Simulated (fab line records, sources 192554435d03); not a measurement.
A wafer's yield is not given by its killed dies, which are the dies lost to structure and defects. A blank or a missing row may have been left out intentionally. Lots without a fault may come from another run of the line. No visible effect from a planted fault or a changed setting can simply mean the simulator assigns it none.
fab line records	flow n5_finfet	part 1 of 2: steps 1 to 27 of 29
record: lots: 6	wafers: 18	last_day: 18
route steps=1938 shown MOL_CONTACT_COAG@630 BEOL_M0_SAQP@632 BEOL_M4@1111 PASSIVATION@1936
lots untouched by any fault: they come from a run of this same line in which no faults occurred
start_h: hours from the record's opening day to when the first of the lot's shown wafers began	wait_h: time in hours since the lot's previous step	" repeats the value in the row above	L1.1+2: a row that stands for several wafers	- either no value or no given start	* or withheld: withheld	< > ~ a bound
route shown NAME@n: names a module that has steps shown in the file, with the first one's number in the route	usual: mean/standard deviation taken from wafers without a fault	same: alike in all rows	chamber/n: place in a boat	sites: each site's reading	_std_site: how widely they spread, as a standard deviation	_edge_site: inner sites' mean taken away from outer sites' mean	radius_mm: for every site, how far away it sits from the centre of the wafer	mask NAME#n: copy n	behind: the tool/chamber that last shaped the wafer	hold: why the lot was held/for how many hours/how that ended	device: transistor that didn't switch, given as n, p or np	end of line: tests of these same wafers at the route's end	step lacking rows: just its recipe	killed: dies lost to structure and defects at the first sort, not the wafer's yield	map: the dies of a wafer, with x for killed, . for not killed, _ for no die there
set.NAME: the setting that was run; set.NAME@STEP: the one run at that earlier step	model.NAME: the simulator's own value behind a step, which no gauge read
lots at selected steps of the route; one table per step, one row per wafer
services: a tool's chamber out of use, with start hour (start_h, from the record's first day; less than 0 if before it), hours out, and reason
== steps ==
step: N5_MOL_CONTACT_COAG_INSPECT_97
recipe: inspect_instrument: darkfield	mode: post_anneal
usual: raw_defect_count: 52/24
lot.wafer	tool	chamber	start_h	wait_h	raw_defect_count
L471.1	defect_inspect-01	-	143.25	0.0	41
L471.4	"	-	"	"	79
L471.6	"	-	"	"	88
L473.2	defect_inspect-01	-	155.40	0.0	41
L473.3	"	-	"	"	54
L473.6	"	-	"	"	61
L481.2	defect_inspect-02	-	206.64	0.0	67
L481.5	"	-	"	"	78
L481.6	"	-	"	"	70
L483.1	defect_inspect-02	-	246.57	0.0	50
L483.2	"	-	"	"	45
L483.3	"	-	"	"	42
L484.2	defect_inspect-01	-	246.59	0.1	33
L484.3	"	-	"	"	34
L484.6	"	-	"	"	57
L487.1	defect_inspect-02	-	247.17	0.6	27
L487.2	"	-	"	"	25
L487.6	"	-	"	"	76
step: N5_BEOL_M0_SAQP_PECVD_00
recipe: material: SiCN	target_thk_a: 80	temp_c: withheld	precursor: 3MS/NH3	pressure_torr: 3	rf_w: 202	time_s: 14
usual: showerhead_plenum_p_Torr: 3.667/0.016	throttle_valve_pct: 9.2/0.59
lot.wafer	tool	chamber	start_h	wait_h	showerhead_plenum_p_Torr	throttle_valve_pct
L471.1	pecvd-01	2	143.58	0.2	3.644	8.4
L471.4	"	1	"	"	3.699	9.6
L471.6	"	2	"	"	3.643	8.7
L473.2	pecvd-02	1	155.72	0.2	3.660	10.0
L473.3	"	0	"	"	3.682	9.6
L473.6	"	0	"	"	3.688	9.3
L481.2	pecvd-01	0	207.00	0.2	3.677	8.8
L481.5	"	2	"	"	3.649	8.7
L481.6	"	1	"	"	3.699	9.6
L483.1	pecvd-03	1	246.90	0.2	3.668	9.9
L483.2	"	2	"	"	3.650	8.4
L483.3	"	0	"	"	3.675	8.9
L484.2	pecvd-02	2	246.90	0.2	3.662	8.8
L484.3	"	1	"	"	3.662	10.1
L484.6	"	1	"	"	3.661	10.0
L487.1	pecvd-02	2	247.50	0.2	3.657	8.7
L487.2	"	0	"	"	3.685	9.5
L487.6	"	0	"	"	3.673	9.6
step: N5_BEOL_M0_SAQP_ILD_DEP_01
recipe: material: SiOC	target_thk_a: 454.19	temp_c: 350	precursor: DEMS/O2	pressure_torr: 5	rf_w: 500	time_s: 8.7
step: N5_BEOL_M0_SAQP_HM_DEP_02
recipe: material: TiN	target_thk_a: 120	temp_c: 25	chamber_pressure_pa: 0.49996
usual: throttle_valve_pct: 30.3/1.1
lot.wafer	tool	chamber	start_h	wait_h	throttle_valve_pct
L471.1	pvd_sputter-01	-	144.83	1.2	29.5
L471.4	"	-	"	"	31.2
L471.6	"	-	"	"	28.9
L473.2	pvd_sputter-01	-	157.79	2.0	29.1
L473.3	"	-	"	"	29.4
L473.6	"	-	"	"	29.5
L481.2	pvd_sputter-01	-	208.28	1.2	28.6
L481.5	"	-	"	"	28.8
L481.6	"	-	"	"	30.5
L484.2	pvd_sputter-02	-	247.83	0.9	31.4
L484.3	"	-	"	"	31.1
L484.6	"	-	"	"	31.2
L483.1	pvd_sputter-02	-	247.93	1.0	31.0
L483.2	"	-	"	"	31.4
L483.3	"	-	"	"	29.7
L487.1	pvd_sputter-01	-	248.98	1.4	28.8
L487.2	"	-	"	"	29.7
L487.6	"	-	"	"	28.9
step: N5_BEOL_M0_SAQP_PECVD_03
recipe: material: SiCN	target_thk_a: 120	temp_c: withheld	precursor: 3MS/NH3	pressure_torr: 3	rf_w: 202	time_s: 21.1
step: N5_BEOL_M0_SAQP_PECVD_96
recipe: material: a-Si	target_thk_a: 450	temp_c: 350	precursor: SiH4/He	pressure_torr: 3	rf_w: 100	time_s: 45.2
usual: heater_power_w: 641/82	showerhead_plenum_p_Torr: 5.68/0.061	throttle_valve_pct: 18.5/1.2
lot.wafer	tool	chamber	start_h	wait_h	heater_power_w	showerhead_plenum_p_Torr	throttle_valve_pct
L471.1	pecvd-01	2	144.98	0.0	669	5.61	17.0
L471.4	"	1	"	"	721	5.78	19.5
L471.6	"	2	"	"	667	5.59	17.3
L473.2	pecvd-01	0	157.94	0.0	580	5.67	17.4
L473.3	"	1	"	"	728	5.78	19.6
L473.6	"	1	"	"	708	5.79	19.7
L481.2	pecvd-01	2	208.43	0.0	727	5.58	17.4
L481.5	"	2	"	"	721	5.60	17.3
L481.6	"	1	"	"	832	5.77	19.6
L484.2	pecvd-01	2	247.99	0.0	725	5.60	17.4
L484.3	"	0	"	"	585	5.67	17.7
L484.6	"	0	"	"	590	5.68	17.8
L483.1	pecvd-03	2	248.09	0.0	642	5.62	17.3
L483.2	"	0	"	"	535	5.67	18.6
L483.3	"	1	"	"	710	5.70	20.2
L487.1	pecvd-02	0	249.19	0.0	632	5.74	19.1
L487.2	"	2	"	"	666	5.66	17.2
L487.6	"	2	"	"	672	5.65	17.4
step: N5_BEOL_M0_SAQP_PECVD_97
recipe: material: SiNx	target_thk_a: 230	temp_c: 350	precursor: SiH4/NH3/N2	pressure_torr: 1.5	rf_w: 300	time_s: 19.9
step: N5_BEOL_M0_SAQP_PECVD_04
recipe: material: a-Si	target_thk_a: 600	temp_c: 350	precursor: SiH4/He	pressure_torr: 3	rf_w: 100	time_s: 60.2
usual: heater_power_w: 651/82	showerhead_plenum_p_Torr: 5.68/0.061	throttle_valve_pct: 18.5/1.2
lot.wafer	tool	chamber	start_h	wait_h	heater_power_w	showerhead_plenum_p_Torr	throttle_valve_pct
L471.1	pecvd-01	2	145.07	0.0	679	5.59	17.2
L471.4	"	1	"	"	758	5.78	19.7
L471.6	"	2	"	"	697	5.60	17.0
L473.2	pecvd-01	0	158.02	0.0	614	5.67	17.4
L473.3	"	1	"	"	732	5.79	19.7
L473.6	"	1	"	"	743	5.79	19.7
L481.2	pecvd-01	2	208.51	0.0	689	5.60	17.7
L481.5	"	2	"	"	688	5.58	17.4
L481.6	"	1	"	"	864	5.78	19.5
L484.2	pecvd-01	2	248.07	0.0	703	5.59	17.5
L484.3	"	0	"	"	558	5.68	18.0
L484.6	"	0	"	"	562	5.67	17.2
L483.1	pecvd-03	2	248.17	0.0	623	5.62	17.0
L483.2	"	0	"	"	545	5.67	18.2
L483.3	"	1	"	"	671	5.69	20.0
L487.1	pecvd-02	0	249.27	0.0	686	5.72	18.9
L487.2	"	2	"	"	622	5.67	17.5
L487.6	"	2	"	"	596	5.66	17.8
step: N5_BEOL_M0_SAQP_THK_MEAS_05
usual: thk_nm: 60.2/0.88
lot.wafer	tool	chamber	start_h	wait_h	thk_nm
L471.1	film_metro-02	-	145.16	0.1	59.1
L471.4	"	-	"	"	60.7
L471.6	"	-	"	"	59.3
L473.2	film_metro-02	-	158.12	0.1	60.0
L473.3	"	-	"	"	60.6
L473.6	"	-	"	"	61.2
L481.2	film_metro-02	-	208.61	0.1	59.4
L481.5	"	-	"	"	59.8
L481.6	"	-	"	"	61.7
L484.2	film_metro-02	-	248.17	0.1	58.3
L484.3	"	-	"	"	59.9
L484.6	"	-	"	"	61.3
L483.1	film_metro-02	-	248.27	0.1	59.9
L483.2	"	-	"	"	58.5
L483.3	"	-	"	"	58.8
L487.1	film_metro-02	-	249.37	0.1	60.1
L487.2	"	-	"	"	60.1
L487.6	"	-	"	"	60.8
step: N5_BEOL_M0_SAQP_HM_DEP_111
recipe: material: SiO2	target_thk_a: 120	temp_c: 400	precursor: SiH4/N2O	pressure_torr: 0.75	rf_w: 275	time_s: 7.2
step: N5_BEOL_M0_SAQP_COAT_81
recipe: resist: SOC	temp_c: 250	time_s: 60	spin_rpm: 1500	resist_thk_nm: 100
step: N5_BEOL_M0_SAQP_COAT_82
recipe: resist: SiARC	temp_c: 220	time_s: 60	spin_rpm: 1500	resist_thk_nm: 30
usual: heater_power_total_W: 427.7/2.2	spin_speed_rpm: 1500.0/0.89
lot.wafer	tool	chamber	start_h	wait_h	heater_power_total_W	spin_speed_rpm	model.SiARC_of_BEOL_M0_SAQP_COAT_82.thk_nm
L471.1	litho_track-01	0	145.28	-	429.6	1503.3	30
L471.4	"	0	"	"	430.6	1499.9	29.8
L471.6	"	0	"	"	427.2	1500.3	29.8
L473.2	litho_track-05	0	158.24	-	428.4	1501.7	30
L473.3	"	0	"	"	426.8	1500.6	30
L473.6	"	0	"	"	427.3	1500.7	30
L481.2	litho_track-01	0	208.72	-	430.2	1407.0	31
L481.5	"	0	"	"	424.1	1406.6	31
L481.6	"	0	"	"	424.8	1406.7	31
L484.2	litho_track-04	0	248.29	-	424.0	1500.0	30
L484.3	"	0	"	"	424.8	1499.1	30
L484.6	"	0	"	"	428.7	1499.6	30
L483.1	litho_track-01	0	248.38	-	425.1	1408.5	31.2
L483.2	"	0	"	"	430.9	1407.5	31.2
L483.3	"	0	"	"	426.8	1407.5	31.2
L487.1	litho_track-04	0	249.49	-	425.9	1499.9	30
L487.2	"	0	"	"	429.1	1501.3	30
L487.6	"	0	"	"	430.6	1500.3	30
step: N5_BEOL_M0_SAQP_COAT_08
recipe: resist: CAR-ArF	spin_rpm: 1500	resist_thk_nm: 90
step: N5_BEOL_M0_SAQP_EBR_10
recipe: solvent: PGMEA	ebr_width_mm: 1.5
step: N5_BEOL_M0_SAQP_SOFTBAKE_09
recipe: temp_c: 110	time_s: 60	resist: CAR-ArF
step: N5_BEOL_M0_SAQP_EXPOSE_11
recipe: mask_id: M0_CORE	na: 1.35	source_shape: dipole	sigma_inner: 0.538	sigma_outer: 0.738	polarization: te	target_cd_nm: 42	dose_mj: 55
step: N5_BEOL_M0_SAQP_PEB_12
recipe: peb_temp_c: withheld	peb_time_s: 60	resist: CAR-ArF
step: N5_BEOL_M0_SAQP_DEVELOP_13
recipe: develop_time_s: 30	developer: TMAH	resist: CAR-ArF	dev_temp_c: 23	rinse_liquid: diw	dry: air_spin
step: N5_BEOL_M0_SAQP_CD_MEAS_14
recipe: target_cd_nm: 42.5	landing_energy_ev: 500	detector: se_inlens
usual: cd_nm: 42.5/0.36
lot.wafer	tool	chamber	start_h	wait_h	cd_nm
L471.1	cd_sem-01	0	145.52	-	42.9
L471.4	"	0	"	"	42.3
L471.6	"	0	"	"	42.6
L473.2	cd_sem-01	0	158.60	-	42.3
L473.3	"	0	"	"	42.6
L473.6	"	0	"	"	42.3
L481.2	cd_sem-02	0	209.09	-	42.5
L481.5	"	0	"	"	42.4
L481.6	"	0	"	"	42.6
L484.2	cd_sem-01	0	248.53	-	42.5
L484.3	"	0	"	"	42.3
L484.6	"	0	"	"	42.5
L483.1	cd_sem-02	0	248.75	-	42.8
L483.2	"	0	"	"	42.8
L483.3	"	0	"	"	42.7
L487.1	cd_sem-02	0	249.86	-	42.3
L487.2	"	0	"	"	42.3
L487.6	"	0	"	"	42.6
step: N5_BEOL_M0_SAQP_OVL_MEAS_15
recipe: points_per_wafer: 44
usual: M0_CORE_OVL: 0.5/0.73
lot.wafer	tool	chamber	start_h	wait_h	M0_CORE_OVL[nm]
L471.1	overlay-01	0	145.55	0.0	0.9
L471.4	"	0	"	"	0.5
L471.6	"	0	"	"	1.7
L473.2	overlay-02	0	158.63	0.0	0.0
L473.3	"	0	"	"	0.2
L473.6	"	0	"	"	-0.3
L481.2	overlay-01	0	209.12	0.0	2.2
L481.5	"	0	"	"	0.8
L481.6	"	0	"	"	1.5
L484.2	overlay-02	0	248.56	0.0	-0.3
L484.3	"	0	"	"	0.1
L484.6	"	0	"	"	0.7
L483.1	overlay-02	0	248.78	0.0	0.0
L483.2	"	0	"	"	1.3
L483.3	"	0	"	"	0.8
L487.1	overlay-01	0	249.89	0.0	0.2
L487.2	"	0	"	"	-1.0
L487.6	"	0	"	"	0.1
step: N5_BEOL_M0_SAQP_INSPECT_16
recipe: mode: adi	inspect_instrument: brightfield
usual: raw_defect_count: 507/130
lot.wafer	tool	chamber	start_h	wait_h	raw_defect_count
L471.1	defect_inspect-02	-	145.58	0.0	461
L471.4	"	-	"	"	721
L471.6	"	-	"	"	449
L473.2	defect_inspect-02	-	158.66	0.0	437
L473.3	"	-	"	"	768
L473.6	"	-	"	"	364
L481.2	defect_inspect-02	-	209.14	0.0	561
L481.5	"	-	"	"	331
L481.6	"	-	"	"	474
L484.2	defect_inspect-01	-	248.58	0.0	331
L484.3	"	-	"	"	257
L484.6	"	-	"	"	227
L483.1	defect_inspect-02	-	248.80	0.0	603
L483.2	"	-	"	"	644
L483.3	"	-	"	"	816
L487.1	defect_inspect-02	-	249.92	0.0	400
L487.2	"	-	"	"	249
L487.6	"	-	"	"	360
step: N5_BEOL_M0_SAQP_DESCUM_19
recipe: chemistry: O2	time_s: 7.9	source_power_w: 50	bias_power_w: 20	pressure_mtorr: 20	rf_frequency_hz: 2.712e+07	temp_c: 40	resist: CAR-ArF	o2_flow_sccm: 225
step: N5_BEOL_M0_SAQP_ETCH_83
recipe: chemistry: CF4	target: SiARC	target_depth_a: 390	mask_material: CAR-ArF	time_s: 65	ion_energy_ev: 80	pressure_mtorr: 40	source_w: 545	bias_w: 36	Ar_flow_sccm: 100	cf4_flow_sccm: 100	ends: cleared
usual: drypump_motor_current_A: 5.6/0.35	etch_rf_on_time_s: 65.2/1.3	oes_product_au: 0.67/0.067	rf_vpp_V: 184.2/1.1	showerhead_plenum_p_Torr: 2.14/0.049	throttle_valve_pct: 15.57/0.16
lot.wafer	tool	chamber	start_h	wait_h	drypump_motor_current_A	etch_rf_on_time_s	oes_product_au	rf_hours_counter_h	rf_vpp_V	showerhead_plenum_p_Torr	throttle_valve_pct	model.etch.depth_nm	model.CAR-ArF_of_BEOL_M0_SAQP_COAT_08.thk_nm
L471.1	rie_diel-02	2	145.69	0.0	5.5	64.6	0.62	191	184.8	2.12	15.45	30.01	55.2
L471.4	"	1	"	"	6.1	65.5	0.77	32	182.3	2.17	15.75	29.89	55.6
L471.6	"	1	"	"	6.1	65.1	0.76	-	185.5	2.17	15.75	29.89	55.4
L473.2	rie_diel-02	0	158.73	0.0	5.4	63.5	0.82	6	184.5	2.18	15.56	30.05	55.4
L473.3	"	3	"	"	5.2	63.3	0.71	75	183.9	2.16	15.27	30.06	55.2
L473.6	"	2	"	"	5.5	64.5	0.62	-	183.5	2.12	15.45	30.04	55.4
L481.2	rie_diel-04	3	209.23	0.0	5.4	68.6	0.63	175	185.0	2.21	15.60	30.95	54.8
L481.5	"	0	"	"	5.9	68.5	0.60	-	183.9	2.12	15.60	30.95	54.4
L481.6	"	3	"	"	5.4	68.2	0.63	-	185.1	2.21	15.62	30.99	54.4
L484.2	rie_diel-02	3	248.86	0.0	5.2	63.2	0.69	98	184.9	2.15	15.29	30.04	55.4
L484.3	"	0	"	"	5.5	64.2	0.77	31	185.6	2.17	15.63	30.01	55.6
L484.6	"	1	"	"	6.1	65.1	0.73	-	184.9	2.16	15.81	29.92	55.6
L483.1	rie_diel-06	3	248.90	0.0	5.5	67.2	0.62	198	182.5	2.04	15.89	31.2	54.4
L483.2	"	0	"	"	5.1	67.1	0.58	247	184.5	2.19	15.62	31.25	54
L483.3	"	2	"	"	6.0	67.6	0.71	73	183.7	2.09	15.61	31.17	54.4
L487.1	rie_diel-02	0	250.06	0.0	5.5	64.0	0.77	31	183.1	2.17	15.60	30.09	55.2
L487.2	"	2	"	"	5.5	63.8	0.62	221	184.9	2.11	15.51	29.99	55.2
L487.6	"	0	"	"	5.5	63.6	0.77	-	183.6	2.17	15.62	29.99	55
step: N5_BEOL_M0_SAQP_ETCH_84
recipe: chemistry: N2/H2	target: SOC	target_depth_a: 1000	overetch_a: 200	mask_material: SiARC	temp_c: 40	time_s: 150	ion_energy_ev: 200	pressure_mtorr: 30	source_w: 840	bias_w: 150	n2_flow_sccm: 200	h2_flow_sccm: 200
usual: drypump_motor_current_A: 5.6/0.35	n2_flow_sccm: 200.0/0.59	oes_product_au: 0.71/0.068	rf_vpp_V: 524.1/1.9	showerhead_plenum_p_Torr: 2.56/0.063	throttle_valve_pct: 17.87/0.2
lot.wafer	tool	chamber	start_h	wait_h	drypump_motor_current_A	n2_flow_sccm	oes_product_au	rf_hours_counter_h	rf_vpp_V	showerhead_plenum_p_Torr	throttle_valve_pct
L471.1	rie_diel-02	2	145.74	0.0	5.6	199.7	0.64	191	524.5	2.55	17.90
L471.4	"	1	"	"	6.1	200.2	0.81	33	524.8	2.60	18.15
L471.6	"	1	"	"	6.1	200.4	0.81	-	525.8	2.60	18.14
L473.2	rie_diel-02	0	158.78	0.0	5.5	200.9	0.85	6	525.7	2.61	18.02
L473.3	"	3	"	"	5.2	199.2	0.74	75	526.3	2.60	17.61
L473.6	"	2	"	"	5.5	200.1	0.64	-	523.5	2.55	17.90
L481.2	rie_diel-04	3	209.28	0.0	5.4	200.0	0.67	175	525.6	2.65	17.98
L481.5	"	0	"	"	6.0	200.4	0.63	-	522.4	2.50	17.66
L481.6	"	3	"	"	5.3	199.5	0.66	-	528.5	2.65	17.98
L484.2	rie_diel-02	3	248.91	0.0	5.2	200.2	0.71	98	526.2	2.59	17.64
L484.3	"	0	"	"	5.5	199.9	0.79	31	525.0	2.60	18.05
L484.6	"	1	"	"	6.1	200.0	0.77	-	523.4	2.59	18.18
L483.1	rie_diel-06	3	248.95	0.0	5.5	201.6	0.65	198	519.7	2.43	18.22
L483.2	"	0	"	"	5.0	200.4	0.60	247	525.6	2.61	17.74
L483.3	"	2	"	"	6.0	200.6	0.74	73	522.2	2.48	17.80
L487.1	rie_diel-02	0	250.11	0.0	5.5	199.9	0.79	32	524.8	2.60	18.04
L487.2	"	2	"	"	5.5	200.4	0.64	221	523.4	2.54	17.95
L487.6	"	0	"	"	5.4	199.9	0.80	-	526.5	2.60	18.03
step: N5_BEOL_M0_SAQP_STRIP_80
recipe: chemistry: N2/H2	temp_c: 40	n2_flow_sccm: 200	h2_flow_sccm: 200	rf_frequency_hz: 6e+07
step: N5_BEOL_M0_SAQP_HM_OPEN_112
recipe: chemistry: CHF3/O2	target: SiO2	stop_on: a-Si	target_depth_a: 120	over_etch_frac: 1.25	mask_material: SOC	time_s: 13.5	pressure_mtorr: 30	source_w: 650	bias_w: 170	Ar_flow_sccm: 200	CHF3_flow_sccm: 50	O2_flow_sccm: 5	ion_energy_ev: 200	ends: end_point
usual: drypump_motor_current_A: 5.6/0.35	oes_ar_750_au: 0.79/0.074	oes_o_777_au: 0.79/0.082	oes_product_au: 0.51/0.05	rf_vpp_V: 519/9.3	showerhead_plenum_p_Torr: 2.41/0.059	throttle_valve_pct: 18.79/0.2
lot.wafer	tool	chamber	start_h	wait_h	drypump_motor_current_A	oes_ar_750_au	oes_o_777_au	oes_product_au	rf_hours_counter_h	rf_vpp_V	showerhead_plenum_p_Torr	throttle_valve_pct	model.SiARC_of_BEOL_M0_SAQP_COAT_82.thk_nm
L471.1	rie_diel-02	2	145.85	0.0	5.5	0.74	0.75	0.47	191	506	2.38	18.59	5.6
L471.4	"	1	"	"	6.1	0.90	0.92	0.58	33	519	2.46	19.13	5.2
L471.6	"	1	"	"	6.1	0.90	0.93	0.60	-	518	2.46	19.12	5.2
L473.2	rie_diel-02	0	158.88	0.0	5.5	0.94	0.95	0.60	6	521	2.46	18.89	4.6
L473.3	"	3	"	"	5.2	0.83	0.83	0.54	75	506	2.43	18.44	5.2
L473.6	"	2	"	"	5.5	0.73	0.74	0.47	-	507	2.38	18.61	5.8
L481.2	rie_diel-04	3	209.38	0.0	5.3	0.73	0.72	0.48	175	540	2.49	18.80	6.4
L481.5	"	0	"	"	6.0	0.70	0.68	0.46	-	516	2.38	18.80	7
L481.6	"	3	"	"	5.4	0.73	0.71	0.49	-	542	2.49	18.79	6.6
L484.2	rie_diel-02	3	249.02	0.0	5.1	0.81	0.81	0.52	98	507	2.42	18.48	5.4
L484.3	"	0	"	"	5.5	0.89	0.90	0.57	31	522	2.45	18.92	4.8
L484.6	"	1	"	"	6.1	0.86	0.87	0.57	-	521	2.44	19.16	5.4
L483.1	rie_diel-06	3	249.05	0.0	5.5	0.73	0.75	0.48	198	514	2.30	19.12	6.2
L483.2	"	0	"	"	5.1	0.68	0.67	0.44	247	525	2.48	18.85	6.2
L483.3	"	2	"	"	6.0	0.82	0.84	0.53	73	522	2.34	18.80	6.4
L487.1	rie_diel-02	0	250.21	0.0	5.5	0.88	0.90	0.59	32	521	2.45	18.92	4.8
L487.2	"	2	"	"	5.5	0.71	0.72	0.46	221	507	2.37	18.65	5.8
L487.6	"	0	"	"	5.4	0.89	0.90	0.58	-	522	2.45	18.92	4.8
step: N5_BEOL_M0_SAQP_STRIP_113
recipe: chemistry: CHF3/O2	resist: SiARC	rf_frequency_hz: 6e+07
== key ==
first_sign: step: N5_BEOL_M0_SAQP_COAT_82	reading: spin_speed_rpm	direction: down	sigmas: 99+	usual: *	struck: *
effect none on later readings
model_effect: step: N5_BEOL_M0_SAQP_COAT_82	value: SiARC_of_BEOL_M0_SAQP_COAT_82.thk_nm	without: 30.1	struck: 31.1
model_effect: step: N5_BEOL_M0_SAQP_ETCH_83	value: etch.depth_nm	without: 30.11	struck: 31.09
model_effect: step: N5_BEOL_M0_SAQP_HM_OPEN_112	value: SiARC_of_BEOL_M0_SAQP_COAT_82.thk_nm	without: 5.533	struck: 6.467
met_at N5_BEOL_M0_SAQP_COAT_82
struck_wafers L481.2,L481.5,L481.6,L483.1,L483.2,L483.3
rows_end L481.2,L481.5,L481.6,L483.1,L483.2,L483.3
onset_between 145.28 208.72
fault: kind: process_parameter_drift	tool: litho_track-01	chamber: -	onset_h: 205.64	steps: N5_BEOL_M0_SAQP_COAT_82	channel: spin_rpm	offset: *	shape: step	acts_in: *	stated: *
rows_end: these wafers met a further fault down the route, and their rows from its step on are left out
